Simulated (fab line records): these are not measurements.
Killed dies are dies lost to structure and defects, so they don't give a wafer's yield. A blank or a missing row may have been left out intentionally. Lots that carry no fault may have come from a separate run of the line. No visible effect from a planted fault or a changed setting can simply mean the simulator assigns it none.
Which of the tools did it? -- flow n5_finfet -- Sampling: 12 lots, 34 wafers, 4 of 1938 route steps

WHAT THE GAUGES READ, wafer by wafer
The record lacks any reading of a measuring or inspecting step that a usual standard deviation could be used to judge.

TOOL THAT RAN EACH LOT (tool first, then ch and the chambers of the sampled wafers, then the start)
lot,N5_BEOL_M9_TRENCH_ETCH_37,N5_BEOL_M9_CURE_72,N5_BEOL_M9_CVD_78,N5_BEOL_M9_ANNEAL_51
L486,"rie_diel-03 ch 0,2, day 10 06:05 or earlier","uv_cure-01 ch 2, day 10 06:05","cvd_co-01 ch 0,1,2, day 10 06:47","rtp_anneal-01 ch 0, day 10 07:16"
L488,"rie_diel-03 ch 0,2, day 10 06:46 or earlier","uv_cure-01 ch 2, day 10 06:46","cvd_co-02 ch 1,2, day 10 09:17","rtp_anneal-02 ch 0, day 10 09:43"
L491,"rie_diel-04 ch 1,2,3, day 10 18:37 or earlier","uv_cure-02 ch 1, day 10 18:37","cvd_co-02 ch 1,2, day 10 20:01","rtp_anneal-01 ch 0, day 10 20:37"
L490,"rie_diel-04 ch 1,3, day 10 19:14 or earlier","uv_cure-02 ch 0, day 10 19:14","cvd_co-01 ch 0,1,2, day 10 20:23","rtp_anneal-02 ch 0, day 10 20:49"
L493,"rie_diel-04 ch 1,2,3, day 11 06:23 or earlier","uv_cure-03 ch 2, day 11 06:23","cvd_co-01 ch 0,2, day 11 07:27","rtp_anneal-02 ch 0, day 11 09:44"
L494,"rie_diel-04 ch 2,3, day 11 07:58 or earlier","uv_cure-02 ch 1, day 11 07:58","cvd_co-01 ch 1,2, day 11 10:12","rtp_anneal-01 ch 0, day 11 10:54"
L495,"rie_diel-01 ch 1,2, day 11 12:02 or earlier","uv_cure-02 ch 2, day 11 12:02","cvd_co-02 ch 0,1, day 11 15:01","rtp_anneal-01 ch 0, day 11 15:38"
L496,"rie_diel-01 ch 1,2, day 12 04:17 or earlier","uv_cure-03 ch 2, day 12 04:17","cvd_co-02 ch 0,2, day 12 05:23","rtp_anneal-02 ch 0, day 12 06:12"
L498,"rie_diel-03 ch 0,2, day 12 20:37 or earlier","uv_cure-01 ch 1, day 12 20:37","cvd_co-02 ch 0,2, day 12 21:40","rtp_anneal-01 ch 0, day 12 22:52"
L507,"rie_diel-04 ch 1,2, day 15 02:19 or earlier","uv_cure-01 ch 1, day 15 02:19","cvd_co-01 ch 0, day 15 03:17","rtp_anneal-02 ch 0, day 15 04:38"
L508,"rie_diel-03 ch 1,2, day 15 11:55 or earlier","uv_cure-03 ch 1, day 15 11:55","cvd_co-01 ch 0,1,2, day 15 13:23","rtp_anneal-02 ch 0, day 15 13:49"
L509,"rie_diel-04 ch 0,1,2, day 15 15:41 or earlier","uv_cure-03 ch 1, day 15 15:41","cvd_co-02 ch 0,2, day 15 16:32","rtp_anneal-02 ch 0, day 15 17:02"
- N5_BEOL_M9_TRENCH_ETCH_37: etches SiCOH lowk in C4F6/O2, target depth 151.43 nm, time 49 s.
- N5_BEOL_M9_CURE_72: cures SiCOH lowk, time 120 s.
- N5_BEOL_M9_CVD_78: deposits Co from CCTBA/H2, target thk 2 nm, time 138.9 s.
- N5_BEOL_M9_ANNEAL_51: time 90 s.

WHAT THE TOOLS THEMSELVES READ (means of the sampled wafers that have a number; where no wafer has one, the mark that the record gives instead)
N5_BEOL_M9_TRENCH_ETCH_37. Usual: chamber_pressure_mTorr 30.006 mTorr (standard deviation 0.028); drypump_motor_current_A 5.7 A (standard deviation 0.42); oes_o_777_au 0.80 a.u. (standard deviation 0.088); oes_product_au 0.81 a.u. (standard deviation 0.098); rf_vpp_V 663 V (standard deviation 14); showerhead_plenum_p_Torr 2.79 Torr (standard deviation 0.1); throttle_valve_pct 20.74 % (standard deviation 0.2).
lot,tool,chamber_pressure_mTorr (mTorr),drypump_motor_current_A (A),oes_o_777_au (a.u.),oes_product_au (a.u.),rf_vpp_V (V),showerhead_plenum_p_Torr (Torr),throttle_valve_pct (%),flag
L486,rie_diel-03,30.020,5.7,0.75,0.75,666,2.81,20.58,
L488,rie_diel-03,30.006,5.3,0.81,0.84,679,2.85,20.53,
L491,rie_diel-04,29.993,5.7,0.76,0.75,658,2.75,20.71,
L490,rie_diel-04,30.007,5.5,0.74,0.73,652,2.65,20.73,
L493,rie_diel-04,30.015,5.7,0.76,0.76,658,2.75,20.71,
L494,rie_diel-04,29.994,5.5,0.75,0.74,658,2.78,20.78,
L495,rie_diel-01,30.018,5.6,0.82,0.80,654,2.76,20.77,
L496,rie_diel-01,30.026,5.4,0.79,0.78,662,2.74,20.81,
L498,rie_diel-03,29.974,5.5,0.90,0.93,672,2.83,20.45,
L507,rie_diel-04,29.974,6.0,0.76,0.77,662,2.75,20.70,
L508,rie_diel-03,30.004,5.4,0.83,0.86,685,2.88,20.74,
L509,rie_diel-04,30.050,5.9,0.81,0.81,662,2.75,20.72,

N5_BEOL_M9_CURE_72. Usual: lamp_power_pct 52.32 %, standard deviation 0.058; wafer_temp_C_max 371.4, standard deviation 0.62.
lot,tool,lamp_power_pct (%),wafer_temp_C_max,flag
L486,uv_cure-01,52.36,372.2,
L488,uv_cure-01,52.33,372.5,
L491,uv_cure-02,52.34,371.0,
L490,uv_cure-02,52.25,371.0,
L493,uv_cure-03,52.29,371.9,
L494,uv_cure-02,52.27,371.2,
L495,uv_cure-02,52.35,370.8,
L496,uv_cure-03,52.30,371.8,
L498,uv_cure-01,52.27,371.5,
L507,uv_cure-01,52.32,370.9,
L508,uv_cure-03,52.33,371.8,
L509,uv_cure-03,52.40,371.7,

N5_BEOL_M9_CVD_78. Usual: run_length_s 161.9 s, standard deviation 0.42.
lot,tool,run_length_s (s),flag
L486,cvd_co-01,161.3,
L488,cvd_co-02,162.1,
L491,cvd_co-02,162.3,
L490,cvd_co-01,161.7,
L493,cvd_co-01,161.4,
L494,cvd_co-01,161.6,
L495,cvd_co-02,162.0,
L496,cvd_co-02,162.0,
L498,cvd_co-02,162.0,
L507,cvd_co-01,192.1,OFF
L508,cvd_co-01,182.2,OFF
L509,cvd_co-02,162.0,

N5_BEOL_M9_ANNEAL_51. Usual: wafer_temp_C_max 226.1, standard deviation 0.34.
lot,tool,wafer_temp_C_max,flag
L486,rtp_anneal-01,225.8,
L488,rtp_anneal-02,226.5,
L491,rtp_anneal-01,225.9,
L490,rtp_anneal-02,226.6,
L493,rtp_anneal-02,226.5,
L494,rtp_anneal-01,226.0,
L495,rtp_anneal-01,226.0,
L496,rtp_anneal-02,226.2,
L498,rtp_anneal-01,225.9,
L507,rtp_anneal-02,226.2,
L508,rtp_anneal-02,226.4,
L509,rtp_anneal-02,226.3,

THE ANSWER, worked out from the rows above alone
Rule: a lot is off if the mean of its wafers that have a number lies more than 3 standard deviations from the usual mean. Also off: a lot with no number at a reading for which 4 or more lots have one. All remaining lots with rows at the step are treated as sound. Order of review: gauges by route order, followed by the tools' own readings, for which a lot's mean as printed above is used. The first step at which some lot is off is used, and at that step the reading that is off furthest; a lot without a number counts as furthest.
Off, at N5_BEOL_M9_CVD_78 on run_length_s: L507, L508.
A tool fits if, at that step or a process step before it, it ran every lot that is off, and no sound lot after the first of them. N5_BEOL_M9_TRENCH_ETCH_37 gives no start for some lots, so the hours and the order of its lots are those of N5_BEOL_M9_CURE_72. One candidate fits, namely cvd_co-01 at N5_BEOL_M9_CVD_78. A fault onset in the window from L494 (day 11 10:12, its last sound lot) to L507 (day 15 03:17, its first lot off) fits.
The tool's own readings at N5_BEOL_M9_CVD_78 bear it out: on the lots that are off they differ by more than 5 times the standard deviation of the sound lots' means. run_length_s reads 187.1 s there against 161.8 s on the sound lots.

WHAT HAD BEEN PUT IN BY THE SIMULATOR
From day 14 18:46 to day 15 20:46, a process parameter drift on cvd_co-01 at N5_BEOL_M9_CVD_78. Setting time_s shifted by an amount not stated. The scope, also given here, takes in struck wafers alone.
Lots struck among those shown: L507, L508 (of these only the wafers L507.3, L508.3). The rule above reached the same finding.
